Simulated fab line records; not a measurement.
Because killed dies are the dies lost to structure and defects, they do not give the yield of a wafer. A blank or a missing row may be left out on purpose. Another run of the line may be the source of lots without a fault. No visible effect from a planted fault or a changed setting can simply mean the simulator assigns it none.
fab line records -- flow n5-finfet
record: lots: 10, wafers: 28, last-day: 17
route steps=1938 shown PMOS_HMC_CHANNEL_EPI@70 BEOL_M4@1111 PASSIVATION@1906
lots untouched by any fault: they come from a run of this same line in which no faults occurred
start-h: hours from the record's opening day to when the first of the lot's shown wafers began -- wait-h: hours from the lot's prior step to this one -- " as in the row above -- L1.1+2: one row covering several wafers at once -- - no value, or no start given -- * or withheld: withheld -- < > ~ a bound
route shown NAME@n: names a module that has steps shown in the file, with the first one's number in the route -- usual: mean and standard deviation over wafers with no fault -- same: alike in all rows -- chamber/n: place in a boat -- sites: readings site by site -- _std_site: their standard deviation -- _edge_site: inner sites' mean taken away from outer sites' mean -- radius-mm: how far each site lies from the wafer's centre -- mask NAME#n: copy n -- behind: the last tool/chamber to shape the wafer -- hold: reason for holding the lot/hours on hold/outcome of the hold -- device: whichever transistor did not switch (one of n, p or np) -- end of line: tests run on the same wafers once the route is complete -- where a step has no rows: the recipe by itself -- killed: not the wafer's yield, but the dies lost to structure and defects at the first sort -- map: the dies of a wafer, with x for killed, . for not killed, _ for no die there
set.NAME: the run value of the setting; set.NAME@STEP: its run value at that earlier step -- model.NAME: the simulator's own value behind a step, which no gauge read
route steps across a sampled set of lots; one table per step, one row per wafer
services: when a tool's chamber went out of use (start-h, in hours from the record's first day, below 0 if earlier), for how many hours, and the reason
== steps ==
step: N5_PMOS_HMC_CHANNEL_EPI_HM_OPEN_15
recipe: chemistry: CHF3/O2, target: SiO2, mask-material: CAR-ArF-block, target-depth-a: 406, CHF3_flow_sccm: 50, O2_flow_sccm: 5, Ar_flow_sccm: 200, time-s: 20.3, pressure-mtorr: 30, source-w: 650, bias-w: 170, ion-energy-ev: 200
usual: drypump-motor-current-A: 5.9/0.34, oes-product-au: 0.77/0.08, rf-vpp-V: 526/4.2, showerhead-plenum-p-Torr: 2.44/0.042, throttle-valve-pct: 18.91/0.22
lot.wafer,tool,chamber,start-h,wait-h,drypump-motor-current-A,oes-product-au,rf-hours-counter-h,rf-vpp-V,showerhead-plenum-p-Torr,throttle-valve-pct
L454.1,rie-diel-02,0,24.04,0.0,5.5,0.87,32,521,2.46,18.77
L454.2,rie-diel-02,2,24.04,0.0,6.3,0.71,215,524,2.48,19.27
L454.3,rie-diel-02,3,24.04,0.0,5.7,0.80,100,525,2.43,18.61
L455.1,rie-diel-02,2,30.03,0.0,6.3,0.70,217,526,2.48,19.27
L455.2,rie-diel-02,3,30.03,0.0,5.6,0.79,102,526,2.43,18.60
L455.5,rie-diel-02,2,30.03,0.0,6.3,0.71,-,525,2.48,19.29
L456.3,rie-diel-01,1,35.47,0.0,5.9,0.71,187,519,2.40,18.88
L456.4,rie-diel-01,2,35.47,0.0,5.5,0.72,167,534,2.49,19.08
L456.6,rie-diel-01,0,35.47,0.0,6.3,0.70,-,531,2.48,18.74
L458.2,rie-diel-02,0,47.40,0.0,5.4,0.69,38,520,2.46,18.75
L458.3,rie-diel-02,1,47.40,0.0,6.4,0.63,129,526,2.42,19.04
L459.1,rie-diel-02,2,53.59,0.0,6.3,0.70,224,525,2.48,19.29
L459.3,rie-diel-02,1,53.59,0.0,6.3,0.63,132,525,2.42,19.05
L467.1,rie-diel-01,2,101.78,0.0,5.5,0.71,185,534,2.48,19.11
L467.4,rie-diel-01,1,101.78,0.0,5.9,0.71,205,520,2.39,18.89
L467.5,rie-diel-01,0,101.78,0.0,6.3,0.68,-,529,2.48,18.77
L469.2,rie-diel-05,2,113.54,0.0,5.5,0.84,45,532,2.45,18.74
L469.3,rie-diel-05,3,113.54,0.0,6.0,0.72,203,527,2.49,18.89
L469.5,rie-diel-05,1,113.54,0.0,5.9,0.92,-,523,2.46,18.50
L471.1,rie-diel-02,0,126.02,0.0,5.4,0.82,61,519,2.45,18.84
L471.2,rie-diel-02,1,126.02,0.0,6.4,0.75,154,526,2.41,19.13
L471.3,rie-diel-02,2,126.02,0.0,6.3,0.69,246,524,2.47,19.29
L472.3,rie-diel-05,1,132.31,0.0,5.9,0.90,25,523,2.46,18.51
L472.5,rie-diel-05,2,132.31,0.0,5.5,0.84,-,530,2.44,18.75
L472.6,rie-diel-05,1,132.31,0.0,5.9,0.90,-,522,2.46,18.50
L473.1,rie-diel-02,2,137.82,0.0,6.3,0.69,250,525,2.47,19.31
L473.4,rie-diel-02,0,137.82,0.0,5.4,0.83,64,519,2.45,18.84
L473.5,rie-diel-02,1,137.82,0.0,6.4,0.75,-,527,2.41,19.14
step: N5_BEOL_M4_RC_MEAS_101
usual: DIBL_N: 36.4/1.4, DIBL_P: 36.3/1.8, IOFF_N: 0.163/0.024, IOFF_P: 0.21/0.034, ION_N: 673/11, ION_P: 461/7.4, SS_N: 71.6/0.52, SS_P: 73.3/0.58, VT_N: 249.4/2.5, VT_P: -250/3.5
lot.wafer,tool,chamber,start-h,wait-h,DIBL_N[mV/V],DIBL_P[mV/V],IOFF_N[nA/um],IOFF_P[nA/um],ION_N[uA/um],ION_P[uA/um],SS_N[mV/dec],SS_P[mV/dec],VT_N[mV],VT_P[mV]
L454.1,prober-02,0,170.66,0.0,37.2,37.1,0.176,0.21,668,451,71.9,73.0,248.3,-249
L454.2,prober-02,0,170.66,0.0,36.7,37.9,0.180,0.23,684,467,71.8,73.3,248.2,-249
L454.3,prober-02,0,170.66,0.0,37.6,37.5,0.190,0.22,673,456,71.6,72.7,248.1,-249
L455.1,prober-01,0,175.17,0.0,37.2,38.0,0.170,0.25,663,456,71.9,73.8,245.9,-246
L455.2,prober-01,0,175.17,0.0,37.2,37.4,0.169,0.24,668,462,71.2,73.4,249.0,-248
L455.5,prober-01,0,175.17,0.0,37.5,38.2,0.181,0.24,666,459,71.9,73.8,246.9,-248
L456.3,prober-02,0,186.20,0.3,36.8,37.2,0.173,0.19,674,449,71.8,73.8,246.7,-254
L456.4,prober-02,0,186.20,0.3,36.2,36.3,0.167,0.19,685,455,71.4,72.5,246.7,-254
L456.6,prober-02,0,186.20,0.3,35.0,35.3,0.147,0.17,668,453,71.9,72.8,251.3,-254
L459.1,prober-01,0,199.09,0.0,37.5,36.9,0.177,0.25,684,470,72.3,73.5,250.3,-245
L467.1,prober-01,0,257.91,0.0,35.4,36.1,0.172,0.22,688,466,72.0,73.5,246.6,-246
L467.4,prober-01,0,257.91,0.0,35.2,35.5,0.160,0.21,664,464,70.9,73.1,251.5,-246
L467.5,prober-01,0,257.91,0.0,37.6,38.1,0.204,0.25,683,463,71.9,74.3,245.7,-245
L469.2,prober-02,0,261.20,0.2,37.7,35.9,0.174,0.21,663,451,72.5,73.4,252.2,-249
L469.3,prober-02,0,261.20,0.2,35.0,33.7,0.124,0.17,661,455,71.4,73.3,254.1,-250
L469.5,prober-02,0,261.20,0.2,35.7,33.7,0.138,0.17,653,448,71.8,72.7,252.6,-256
L471.1,prober-01,0,262.24,0.0,35.6,34.6,0.142,0.17,658,449,71.2,72.6,251.1,-254
L471.2,prober-01,0,262.24,0.0,35.3,34.4,0.139,0.17,671,454,71.2,72.4,253.0,-258
L471.3,prober-01,0,262.24,0.0,37.2,37.2,0.175,0.21,675,463,71.5,73.6,246.6,-252
L472.3,prober-02,0,283.50,0.3,37.2,37.3,0.153,0.21,674,457,72.6,73.9,250.4,-250
L472.5,prober-02,0,283.50,0.3,36.8,36.7,0.150,0.20,665,459,71.8,73.5,252.3,-251
L472.6,prober-02,0,283.50,0.3,36.7,37.1,0.156,0.21,679,463,71.8,73.9,251.0,-253
L473.1,prober-01,0,286.41,0.0,39.8,39.1,0.201,0.26,667,458,71.8,74.0,250.8,-245
L473.4,prober-01,0,286.41,0.0,38.6,37.8,0.186,0.25,684,467,71.5,73.6,249.1,-245
L473.5,prober-01,0,286.41,0.0,38.2,37.4,0.171,0.23,666,463,71.7,73.3,248.9,-247
step: N5_PASSIVATION_OVL_MEAS_63
recipe: points-per-wafer: 44
usual: PAD_OVL: 0/4.7
lot.wafer,tool,chamber,start-h,wait-h,PAD_OVL[nm]
L454.1,overlay-01,0,267.89,0.0,6
L454.2,overlay-01,0,267.89,0.0,-7
L454.3,overlay-01,0,267.89,0.0,3
L455.1,overlay-02,0,271.99,0.0,1
L455.2,overlay-02,0,271.99,0.0,-1
L455.5,overlay-02,0,271.99,0.0,-3
L456.3,overlay-02,0,277.03,0.0,-1
L456.4,overlay-02,0,277.03,0.0,-1
L456.6,overlay-02,0,277.03,0.0,-1
L459.1,overlay-02,0,305.84,0.0,0
L467.1,overlay-01,0,365.06,0.0,5
L467.4,overlay-01,0,365.06,0.0,5
L467.5,overlay-01,0,365.06,0.0,6
L469.2,overlay-01,0,366.11,0.0,0
L469.3,overlay-01,0,366.11,0.0,0
L469.5,overlay-01,0,366.11,0.0,0
L471.1,overlay-02,0,377.00,0.0,-6
L471.2,overlay-02,0,377.00,0.0,3
L471.3,overlay-02,0,377.00,0.0,1
L472.3,overlay-01,0,393.43,0.0,1
L472.5,overlay-01,0,393.43,0.0,-3
L472.6,overlay-01,0,393.43,0.0,-6
L473.1,overlay-01,0,395.46,0.0,6
L473.4,overlay-01,0,395.46,0.0,4
L473.5,overlay-01,0,395.46,0.0,1
step: N5_PASSIVATION_ETCH_59
recipe: chemistry: Cl2/BCl3, target: TaN, target-depth-a: 650, time-s: 34.9, ion-energy-ev: 100, pressure-mtorr: 10, icp-w: 900, bias-w: 100, Cl2_flow_sccm: 60, bcl3-flow-sccm: 30
usual: drypump-motor-current-A: 5.7/0.57, oes-product-au: 0.81/0.084, throttle-valve-pct: 20.93/0.19
lot.wafer,tool,chamber,start-h,wait-h,drypump-motor-current-A,oes-product-au,rf-hours-counter-h,throttle-valve-pct
L454.1,rie-metal-02,1,268.43,0.3,6.0,0.87,12,20.95
L454.2,rie-metal-02,0,268.43,0.3,4.8,0.77,44,20.99
L454.3,rie-metal-02,0,268.43,0.3,4.8,0.77,-,21.00
L455.1,rie-metal-03,1,272.77,0.4,6.1,0.89,11,21.18
L455.2,rie-metal-03,0,272.77,0.4,5.5,0.89,5,20.66
L455.5,rie-metal-03,1,272.77,0.4,6.1,0.89,-,21.19
L456.3,rie-metal-01,0,277.61,0.2,6.4,0.62,-,21.17
L456.4,rie-metal-01,1,277.61,0.2,5.2,0.78,-,20.82
L456.6,rie-metal-01,1,277.61,0.2,5.2,0.77,-,20.81
L459.1,rie-metal-03,1,306.49,0.3,6.1,0.87,15,21.21
L467.1,rie-metal-02,0,365.74,0.3,4.8,0.76,51,21.01
L467.4,rie-metal-02,1,365.74,0.3,6.0,0.84,-,20.95
L467.5,rie-metal-02,0,365.74,0.3,4.8,0.76,-,21.02
L469.2,rie-metal-01,1,366.66,0.3,5.2,0.75,52,20.82
L469.3,rie-metal-01,1,366.66,0.3,5.2,0.75,-,20.83
L469.5,rie-metal-01,1,366.66,0.3,5.2,0.76,-,20.82
L471.1,rie-metal-02,1,377.54,0.3,6.0,0.84,21,20.93
L471.2,rie-metal-02,0,377.54,0.3,4.8,0.77,53,20.98
L471.3,rie-metal-02,0,377.54,0.3,4.8,0.77,-,20.99
L472.3,rie-metal-02,0,394.01,0.2,4.8,0.76,-,20.99
L472.5,rie-metal-02,0,394.01,0.2,4.8,0.76,-,20.97
L472.6,rie-metal-02,1,394.01,0.2,6.0,0.84,-,20.93
L473.1,rie-metal-03,0,396.16,0.3,5.5,0.85,16,20.66
L473.4,rie-metal-03,1,396.16,0.3,6.1,0.85,-,21.22
L473.5,rie-metal-03,1,396.16,0.3,6.1,0.84,-,21.21
step: N5_PASSIVATION_PECVD_35
recipe: material: SiNx, target-thk-a: 7000, temp-c: 400, precursor: SiH4/NH3/N2, pressure-torr: 4.9, rf-w: 1406, time-s: 151.3
usual: heater-power-w: 404/110, showerhead-plenum-p-Torr: 8.62/0.052, throttle-valve-pct: 29.4/2.1
lot.wafer,tool,chamber,start-h,wait-h,heater-power-w,showerhead-plenum-p-Torr,throttle-valve-pct
L454.1,pecvd-04,0,269.17,0.1,443,8.70,29.7
L454.2,pecvd-04,2,269.17,0.1,605,8.56,28.7
L454.3,pecvd-04,1,269.17,0.1,508,8.62,27.8
L455.1,pecvd-03,0,273.53,0.1,407,8.59,32.2
L455.2,pecvd-03,1,273.53,0.1,344,8.64,31.4
L455.5,pecvd-03,0,273.53,0.1,421,8.58,32.2
L456.3,pecvd-03,1,278.31,0.1,342,8.62,31.7
L456.4,pecvd-03,2,278.31,0.1,261,8.57,25.5
L456.6,pecvd-03,1,278.31,0.1,385,8.64,31.6
L459.1,pecvd-02,2,307.22,0.1,612,8.69,29.0
L467.1,pecvd-03,2,366.47,0.1,193,8.57,25.6
L467.4,pecvd-03,1,366.47,0.1,327,8.62,31.5
L467.5,pecvd-03,0,366.47,0.1,362,8.59,32.4
L469.2,pecvd-04,2,367.39,0.1,536,8.56,29.0
L469.3,pecvd-04,0,367.39,0.1,388,8.73,29.7
L469.5,pecvd-04,0,367.39,0.1,429,8.69,29.7
L471.1,pecvd-04,1,378.48,0.1,512,8.62,28.1
L471.2,pecvd-04,0,378.48,0.1,437,8.69,29.8
L471.3,pecvd-04,2,378.48,0.1,613,8.58,28.7
L472.3,pecvd-03,0,394.70,0.1,419,8.58,32.8
L472.5,pecvd-03,2,394.70,0.1,305,8.56,25.9
L472.6,pecvd-03,0,394.70,0.1,274,8.58,32.6
L473.1,pecvd-03,2,396.92,0.1,256,8.58,25.5
L473.4,pecvd-03,1,396.92,0.1,362,8.64,31.4
L473.5,pecvd-03,0,396.92,0.1,358,8.60,32.9
step: N5_PASSIVATION_PROBE_49
usual: defect-limited-yield: 91.4/1.6, killed_at_M0_to_M3: 34/12, killed_at_M4_up: 13/5.2, killed-at-contacts: 11/5.5, killed-at-front-end: 40/13, killed-at-other: 3.4/2.7, killed-dies: 102/19, killed-on-rim: 13/4.3, killed-open: 66/15, killed-short: 33/7.9, sort_bin_5_function: 5.1/1.1, sort_bin_6_memory: 3.2/0.7, sort-n-pass: 1078/19, sort-yield-pct: 91.4/1.6
same: gross-dies: 1180, killed-at-back-side: 0, sort_bin_4_leakage[%]: 0, sort_bin_8_speed[%]: 0
lot.wafer,tool,chamber,start-h,wait-h,defect-limited-yield[%],killed_at_M0_to_M3,killed_at_M4_up,killed-at-contacts,killed-at-front-end,killed-at-other,killed-dies,killed-on-rim,killed-open,killed-short,sort_bin_5_function[%],sort_bin_6_memory[%],sort-n-pass,sort-yield-pct[%]
L454.1,prober-01,-,272.85,0.0,90.4,28,14,19,49,3,113,13,70,38,5.1,3.9,1067,90.4
L454.2,prober-01,-,272.90,0.1,93.1,21,8,10,38,5,82,17,50,29,4.2,2.5,1098,93.1
L454.3,prober-01,-,272.95,0.1,93.2,15,7,14,42,2,80,8,42,37,3.9,2.6,1100,93.2
L455.1,prober-02,-,277.43,0.0,91.0,48,13,9,30,6,106,15,73,32,5.8,3.0,1074,91.0
L455.2,prober-02,-,277.48,0.1,93.4,21,12,13,25,7,78,12,54,20,3.8,2.8,1102,93.4
L455.5,prober-02,-,277.63,0.2,91.1,30,9,6,46,14,105,15,64,38,5.1,3.6,1075,91.1
L456.3,prober-01,-,281.98,0.1,90.8,32,17,13,40,7,109,16,73,36,4.9,3.9,1071,90.8
L456.4,prober-01,-,282.03,0.2,90.4,37,18,21,37,0,113,20,75,37,5.1,4.1,1067,90.4
L456.6,prober-01,-,282.13,0.3,89.9,51,15,20,28,5,119,16,85,34,6.2,3.7,1061,89.9
L458.2,prober-01,-,302.38,0.1,0.6,22,8,4,1132,7,1173,146,45,40,96.5,2.8,7,0.6
L458.3,prober-01,-,302.43,0.1,1.4,49,9,8,1097,1,1164,140,79,27,95.7,2.8,16,1.4
L459.1,prober-01,-,310.78,0.0,89.1,46,14,17,48,4,129,16,88,40,6.5,4.0,1051,89.1
L459.3,prober-01,-,310.88,0.1,3.3,36,16,12,1075,2,1141,124,66,32,92.5,3.7,39,3.3
L467.1,prober-02,-,370.04,0.0,90.1,36,17,10,53,1,117,11,74,43,5.8,3.6,1063,90.1
L467.4,prober-02,-,370.19,0.2,90.1,47,24,8,30,8,117,24,82,35,5.8,3.9,1063,90.1
L467.5,prober-02,-,370.24,0.2,88.7,58,8,11,45,11,133,17,80,52,7.2,3.7,1047,88.7
L469.2,prober-02,-,371.83,0.1,93.5,25,11,9,32,0,77,9,45,31,2.6,3.5,1103,93.5
L469.3,prober-02,-,371.88,0.1,92.5,21,11,15,40,2,89,12,55,30,4.2,2.9,1091,92.5
L469.5,prober-02,-,371.98,0.2,93.1,34,3,11,33,0,81,5,53,28,4.4,2.4,1099,93.1
L471.1,prober-02,-,382.08,0.0,93.5,15,8,12,40,2,77,8,46,28,3.6,2.8,1103,93.5
L471.2,prober-02,-,382.13,0.1,91.9,25,16,18,34,3,96,9,63,33,5.2,2.5,1084,91.9
L471.3,prober-02,-,382.18,0.1,92.8,32,15,7,30,1,85,13,51,34,5.0,1.8,1095,92.8
L472.3,prober-02,-,398.37,0.1,89.3,60,15,12,37,2,126,14,78,44,6.8,3.2,1054,89.3
L472.5,prober-02,-,398.47,0.2,89.2,38,23,16,50,0,127,24,84,40,6.0,4.3,1053,89.2
L472.6,prober-02,-,398.52,0.3,87.1,43,17,12,79,1,152,21,109,36,8.1,4.4,1028,87.1
L473.1,prober-01,-,400.61,0.0,90.0,31,14,12,61,0,118,18,81,37,5.2,4.5,1062,90.0
L473.4,prober-01,-,400.76,0.2,90.4,48,9,8,45,3,113,16,75,38,5.9,3.3,1067,90.4
L473.5,prober-01,-,400.81,0.2,91.6,43,16,12,26,2,99,13,66,30,4.8,3.3,1081,91.6
killed by level:class
L454.1 MOL_CONTACT_COAG:geometric-particle:open=13 DUMMY_GATE:geometric-particle:open=11 GATE_CUT:geometric-particle:open=9 BEOL_M0_SAQP:geometric-particle:short=9 BEOL_M0_SAQP:geometric-particle:open=8 FIN_SAQP:geometric-particle:short=7 GATE_CUT:geometric-particle:short=6 BEOL_M2:geometric-particle:open=6
L454.2 STI_FIN_REVEAL:geometric-particle:open=10 FIN_SAQP:geometric-particle:short=8 BEOL_M0_SAQP:geometric-particle:open=6 DUMMY_GATE:geometric-particle:open=5 MOL_CONTACT_COAG:geometric-particle:open=5 BEOL_M0_SAQP:geometric-particle:short=5 FIN_SAQP:geometric-particle:open=4 MOL_CONTACT_COAG:geometric-particle:short=4
L454.3 FIN_SAQP:geometric-particle:short=13 MOL_CONTACT_COAG:geometric-particle:open=10 GATE_CUT:geometric-particle:short=6 FIN_SAQP:geometric-particle:open=5 GATE_CUT:geometric-particle:open=5 DUMMY_GATE:geometric-particle:open=4 MOL_CONTACT_COAG:geometric-particle:short=4 BEOL_M1:geometric-particle:open=4
L455.1 BEOL_M2:geometric-particle:open=19 DUMMY_GATE:geometric-particle:open=7 STI_FIN_REVEAL:geometric-particle:open=6 MOL_CONTACT_COAG:geometric-particle:open=6 BEOL_M2:geometric-particle:short=6 BEOL_M1:geometric-particle:open=5 BEOL_M3:geometric-particle:open=5 BEOL_M0_SAQP:geometric-particle:short=4
L455.2 MOL_CONTACT_COAG:geometric-particle:open=10 BEOL_M4:geometric-particle:open=7 STI_FIN_REVEAL:geometric-particle:open=6 BEOL_M0:geometric-particle:open=6 GATE_CUT:geometric-particle:open=4 BEOL_M1:geometric-particle:open=4 BEOL_M2:geometric-particle:open=4 ILD0:geometric-particle:open=3
L455.5 STI_FIN_REVEAL:geometric-particle:open=9 BEOL_M0_SAQP:geometric-particle:short=9 DUMMY_GATE:geometric-particle:open=7 BEOL_M4:geometric-particle:open=7 FIN_SAQP:geometric-particle:open=6 FIN_SAQP:geometric-particle:short=6 MOL_CONTACT_COAG:geometric-particle:open=5 PASS1_CAP:geometric-particle:short=5
L456.3 STI_FIN_REVEAL:geometric-particle:open=14 BEOL_M4:geometric-particle:open=10 MOL_CONTACT_COAG:geometric-particle:open=8 BEOL_M2:geometric-particle:open=8 FIN_SAQP:geometric-particle:short=7 BEOL_M0_SAQP:geometric-particle:open=6 BEOL_M0_SAQP:geometric-particle:short=6 MOL_CONTACT_COAG:geometric-particle:short=5
L456.4 MOL_CONTACT_COAG:geometric-particle:open=16 STI_FIN_REVEAL:geometric-particle:open=15 BEOL_M4:geometric-particle:open=10 BEOL_M0_SAQP:geometric-particle:open=9 BEOL_M2:geometric-particle:open=8 BEOL_M0_SAQP:geometric-particle:short=7 STI_FIN_REVEAL:geometric-particle:short=5 MOL_CONTACT_COAG:geometric-particle:short=5
L456.6 MOL_CONTACT_COAG:geometric-particle:open=18 BEOL_M0_SAQP:geometric-particle:open=16 BEOL_M0_SAQP:geometric-particle:short=13 STI_FIN_REVEAL:geometric-particle:open=11 BEOL_M2:geometric-particle:open=9 BEOL_M4:geometric-particle:open=8 BEOL_M3:geometric-particle:open=6 STI_FIN_REVEAL:geometric-particle:short=4
L458.2 PMOS_HMC_CHANNEL_EPI:area-open=1088 FIN_SAQP:geometric-particle:short=9 BEOL_M0_SAQP:geometric-particle:short=9 STI_FIN_REVEAL:geometric-particle:open=8 FIN_SAQP:geometric-particle:open=5 BEOL_M0_SAQP:geometric-particle:open=5 GATE_CUT:geometric-particle:short=4 MOL_CONTACT_COAG:geometric-particle:open=4
L458.3 PMOS_HMC_CHANNEL_EPI:area-open=1058 FIN_SAQP:geometric-particle:open=18 BEOL_M0_SAQP:geometric-particle:open=18 BEOL_M0_SAQP:geometric-particle:short=12 FIN_SAQP:geometric-particle:short=7 MOL_CONTACT_COAG:geometric-particle:open=7 BEOL_M3:geometric-particle:open=6 BEOL_M1:geometric-particle:open=5
L459.1 MOL_CONTACT_COAG:geometric-particle:open=16 FIN_SAQP:geometric-particle:open=15 BEOL_M0_SAQP:geometric-particle:short=11 STI_FIN_REVEAL:geometric-particle:open=9 BEOL_M0_SAQP:geometric-particle:open=9 BEOL_M4:geometric-particle:open=9 BEOL_M3:geometric-particle:open=8 FIN_SAQP:geometric-particle:short=7
L459.3 PMOS_HMC_CHANNEL_EPI:area-open=1042 MOL_CONTACT_COAG:geometric-particle:open=9 BEOL_M0_SAQP:geometric-particle:short=9 BEOL_M0_SAQP:geometric-particle:open=7 BEOL_M4:geometric-particle:open=7 FIN_SAQP:geometric-particle:short=6 BEOL_M2:geometric-particle:open=6 FIN_SAQP:geometric-particle:open=5
L467.1 FIN_SAQP:geometric-particle:open=16 MOL_CONTACT_COAG:geometric-particle:open=10 FIN_SAQP:geometric-particle:short=9 BEOL_M2:geometric-particle:open=9 GATE_CUT:geometric-particle:short=7 BEOL_M4:geometric-particle:open=7 GATE_CUT:geometric-particle:open=5 BEOL_M0_SAQP:geometric-particle:short=5
L467.4 BEOL_M4:geometric-particle:open=14 BEOL_M0_SAQP:geometric-particle:open=12 BEOL_M2:geometric-particle:open=11 BEOL_M3:geometric-particle:open=10 STI_FIN_REVEAL:geometric-particle:open=7 FIN_SAQP:geometric-particle:short=6 FIN_SAQP:geometric-particle:open=6 MOL_CONTACT_COAG:geometric-particle:open=6
L467.5 BEOL_M0_SAQP:geometric-particle:short=19 FIN_SAQP:geometric-particle:short=12 BEOL_M2:geometric-particle:open=11 STI_FIN_REVEAL:geometric-particle:open=10 MOL_CONTACT_COAG:geometric-particle:open=10 BEOL_M3:geometric-particle:open=10 FIN_SAQP:geometric-particle:open=6 BEOL_M0_SAQP:geometric-particle:open=6
L469.2 FIN_SAQP:geometric-particle:short=9 FIN_SAQP:geometric-particle:open=9 MOL_CONTACT_COAG:geometric-particle:open=9 BEOL_M0_SAQP:geometric-particle:short=6 BEOL_M0:geometric-particle:open=5 STARTING-WAFER:geometric-particle:open=4 BEOL_M2:geometric-particle:short=4 DUMMY_GATE:geometric-particle:short=3
L469.3 MOL_CONTACT_COAG:geometric-particle:open=12 FIN_SAQP:geometric-particle:open=11 STI_FIN_REVEAL:geometric-particle:open=5 BEOL_M0_SAQP:geometric-particle:short=5 DUMMY_GATE:geometric-particle:open=4 DUMMY_GATE:geometric-particle:short=4 BEOL_M6:geometric-particle:open=4 HKMG_FIN:area-etch=4
L469.5 FIN_SAQP:geometric-particle:open=10 MOL_CONTACT_COAG:geometric-particle:open=8 BEOL_M0_SAQP:geometric-particle:open=7 BEOL_M3:geometric-particle:open=6 FIN_SAQP:geometric-particle:short=5 BEOL_M0_SAQP:geometric-particle:short=5 BEOL_M0:geometric-particle:open=5 GATE_CUT:geometric-particle:short=4
L471.1 STI_FIN_REVEAL:geometric-particle:open=16 MOL_CONTACT_COAG:geometric-particle:open=11 FIN_SAQP:geometric-particle:short=9 STI_FIN_REVEAL:geometric-particle:short=5 BEOL_M2:geometric-particle:open=4 FIN_SAQP:geometric-particle:open=3 BEOL_M0_SAQP:geometric-particle:short=3 BEOL_M1:coat-microbubble-printed=3
L471.2 MOL_CONTACT_COAG:geometric-particle:open=13 FIN_SAQP:geometric-particle:open=7 FIN_SAQP:geometric-particle:short=7 BEOL_M0_SAQP:geometric-particle:open=7 BEOL_M0_SAQP:geometric-particle:short=6 STI_FIN_REVEAL:geometric-particle:open=5 GATE_CUT:geometric-particle:short=5 MOL_CONTACT_COAG:geometric-particle:short=5
L471.3 BEOL_M3:geometric-particle:open=10 FIN_SAQP:geometric-particle:short=8 STI_FIN_REVEAL:geometric-particle:open=7 MOL_CONTACT_COAG:geometric-particle:open=7 BEOL_M5:geometric-particle:open=6 BEOL_M3:geometric-particle:short=6 FIN_SAQP:geometric-particle:open=4 DUMMY_GATE:geometric-particle:open=4
L472.3 BEOL_M0_SAQP:geometric-particle:open=18 BEOL_M0_SAQP:geometric-particle:short=17 STI_FIN_REVEAL:geometric-particle:open=11 MOL_CONTACT_COAG:geometric-particle:open=11 BEOL_M2:geometric-particle:open=8 DUMMY_GATE:geometric-particle:open=7 BEOL_M4:geometric-particle:open=7 GATE_CUT:geometric-particle:short=6
L472.5 FIN_SAQP:geometric-particle:open=13 BEOL_M3:geometric-particle:open=11 MOL_CONTACT_COAG:geometric-particle:open=10 BEOL_M4:geometric-particle:open=9 BEOL_M0_SAQP:geometric-particle:open=8 BEOL_M0_SAQP:geometric-particle:short=7 FIN_SAQP:geometric-particle:short=6 GATE_CUT:geometric-particle:short=6
L472.6 STI_FIN_REVEAL:geometric-particle:open=39 BEOL_M0_SAQP:geometric-particle:open=14 MOL_CONTACT_COAG:geometric-particle:open=8 BEOL_M0_SAQP:geometric-particle:short=8 BEOL_M2:geometric-particle:open=8 BEOL_M4:geometric-particle:open=8 FIN_SAQP:geometric-particle:open=7 STI_FIN_REVEAL:geometric-particle:short=6
L473.1 FIN_SAQP:geometric-particle:open=17 FIN_SAQP:geometric-particle:short=10 BEOL_M1:geometric-particle:open=10 STI_FIN_REVEAL:geometric-particle:open=9 MOL_CONTACT_COAG:geometric-particle:open=7 STI_FIN_REVEAL:geometric-particle:short=6 DUMMY_GATE:geometric-particle:open=6 BEOL_M2:geometric-particle:open=6
L473.4 FIN_SAQP:geometric-particle:open=13 BEOL_M2:geometric-particle:open=9 BEOL_M3:geometric-particle:open=9 FIN_SAQP:geometric-particle:short=8 MOL_CONTACT_COAG:geometric-particle:open=8 BEOL_M1:geometric-particle:open=8 GATE_CUT:geometric-particle:short=7 BEOL_M0_SAQP:geometric-particle:short=6
L473.5 BEOL_M1:geometric-particle:open=15 MOL_CONTACT_COAG:geometric-particle:open=11 BEOL_M2:geometric-particle:open=10 STI_FIN_REVEAL:geometric-particle:open=6 FIN_SAQP:geometric-particle:short=5 BEOL_M0_SAQP:geometric-particle:short=4 BEOL_M2:geometric-particle:short=4 STI_FIN_REVEAL:geometric-particle:short=3
== services ==
tool,chamber,start-h,hours,kind
pecvd-03,-,7.78,2.8,pm
rie-diel-01,-,8.75,14.6,pm
rie-metal-03,-,10.10,0.2,repair
rie-diel-02,0,49.56,4.1,repair
pecvd-04,1,59.50,10.1,repair
rie-diel-05,0,72.95,3.1,repair
rie-metal-02,-,88.55,24.5,repair
rie-metal-03,0,123.14,25.4,repair
pecvd-04,-,127.70,0.8,pm
rie-diel-02,3,191.01,10.1,repair
pecvd-04,-,200.20,0.3,repair
rie-metal-02,-,205.59,28.1,pm
rie-metal-03,-,230.48,1.4,pm
rie-metal-02,-,233.69,2.8,pm
rie-metal-02,0,249.11,16.4,repair
pecvd-04,0,254.36,4.9,repair
rie-diel-02,-,275.29,0.6,repair
rie-metal-03,0,285.62,1.4,repair
rie-metal-03,-,296.71,2.8,pm
rie-diel-02,-,303.01,0.5,repair
rie-metal-03,1,329.18,5.2,repair
rie-diel-02,2,361.69,4.1,repair
rie-diel-02,3,376.49,1.6,repair
rie-diel-02,3,395.22,12.3,repair
== key ==
first-sign: step: N5_PASSIVATION_PROBE_49, reading: killed-at-front-end, direction: up, sigmas: 85, usual: 40, struck: 1101
effect: step: N5_PASSIVATION_PROBE_49, reading: sort_bin_5_function, direction: up, sigmas: 82, usual: 5.1, struck: 94.9
more-kills-born-at: N5_PMOS_HMC_CHANNEL_EPI_HM_OPEN_15@rie-diel-02: 3188
met-at N5_PMOS_HMC_CHANNEL_EPI_HM_OPEN_15
struck-lots L458,L459
struck-wafers L458.2,L458.3,L459.3
later-rows-left-out L458.2,L458.3,L459.3
not-acting-at N5_PASSIVATION_OVL_MEAS_63,N5_PASSIVATION_ETCH_59,N5_PASSIVATION_PECVD_35
onset-between 30.03 47.40
fault: kind: process-parameter-drift, tool: rie-diel-02, chamber: -, onset-h: 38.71, steps: N5_PMOS_HMC_CHANNEL_EPI_HM_OPEN_15, channel: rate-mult, offset: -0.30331, shape: step, end-h: 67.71, scope: struck-wafers-only
later-rows-left-out: the simulator's readings of these wafers behind a module that went badly wrong aren't trusted and aren't shown, but for the sort
